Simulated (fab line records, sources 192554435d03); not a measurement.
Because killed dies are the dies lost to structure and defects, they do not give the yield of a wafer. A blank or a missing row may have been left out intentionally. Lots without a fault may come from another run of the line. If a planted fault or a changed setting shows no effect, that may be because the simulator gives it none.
Matching of chambers | flow n5_finfet | 3 sister chambers for N5_BEOL_M9_DEP_56 on pecvd-01
The step deposits SiCN from 3MS/NH3, target thk 15 nm, time 26.5 s. 24 wafers are shown with their chamber, then 12 later ones without.

== WAFERS WITH THEIR CHAMBER ==
wafer  | chamber | showerhead_plenum_p_Torr (Torr) | throttle_valve_pct (%)
L075.2 | 0       | 3.681                           | 9.2
L075.4 | 1       | 3.658                           | 9.3
L075.5 | 0       | 3.693                           | 9.2
L078.1 | 0       | 3.686                           | 9.3
L078.2 | 1       | 3.669                           | 8.9
L078.4 | 0       | 3.693                           | 9.2
L079.1 | 1       | 3.654                           | 9.2
L079.4 | 1       | 3.666                           | 9.3
L079.6 | 2       | 3.651                           | 8.1
L080.2 | 1       | 3.668                           | 9.1
L080.3 | 1       | 3.664                           | 9.0
L080.4 | 0       | 3.688                           | 9.5
L081.3 | 1       | 3.657                           | 9.1
L081.4 | 2       | 3.645                           | 8.2
L081.6 | 0       | 3.687                           | 9.3
L083.2 | 0       | 3.688                           | 9.5
L083.5 | 1       | 3.666                           | 9.0
L083.6 | 0       | 3.691                           | 9.6
L085.2 | 0       | 3.685                           | 9.1
L085.4 | 2       | 3.646                           | 8.3
L085.6 | 1       | 3.669                           | 9.3
L089.1 | 1       | 3.666                           | 9.1
L089.4 | 2       | 3.644                           | 8.1
L089.6 | 1       | 3.664                           | 9.0

SIGNATURES, as means of the wafers listed above
reading                  | chamber 0 | chamber 1 | chamber 2 | scatter within a chamber
showerhead_plenum_p_Torr | 3.68800   | 3.66373   | 3.64650   | 0.00444
throttle_valve_pct       | 9.322     | 9.118     | 8.175     | 0.148
Rule: distance of a wafer from a chamber = root of the sum over the readings of ((wafer's reading minus chamber's mean) / reading's scatter) squared. If the next closest chamber is less than 2 further off than the closest, the wafer can't be placed; otherwise it belongs to the closest. The scatter is the square root of a quotient: the sum, over the shown wafers, of each reading's squared deviation from its chamber's mean, divided by wafers minus chambers.

== WAFERS WITH NO CHAMBER GIVEN ==
wafer  | showerhead_plenum_p_Torr (Torr) | throttle_valve_pct (%)
L090.1 | 3.667                           | 9.2
L090.5 | 3.690                           | 9.4
L090.6 | 3.647                           | 8.6
L094.4 | 3.665                           | 9.1
L094.5 | 3.688                           | 9.3
L094.6 | 3.636                           | 8.4
L076.2 | 3.664                           | 9.1
L076.3 | 3.670                           | 9.3
L076.5 | 3.633                           | 8.5
L095.1 | 3.637                           | 8.2
L095.3 | 3.666                           | 9.1
L095.6 | 3.643                           | 8.5

== WHICH CHAMBER EACH ONE RAN IN ==
wafer  | from the rows above | in truth
L090.1 | 1                   | 1
L090.5 | 0                   | 0
L090.6 | 2                   | 2
L094.4 | 1                   | 1
L094.5 | 0                   | 0
L094.6 | 2                   | 2
L076.2 | 1                   | 1
L076.3 | 1                   | 1
L076.5 | 2                   | 2
L095.1 | 2                   | 2
L095.3 | 1                   | 1
L095.6 | 2                   | 2
12 of 12 placed correctly. Left unplaced by these rows: 0. 0 placed wrongly.
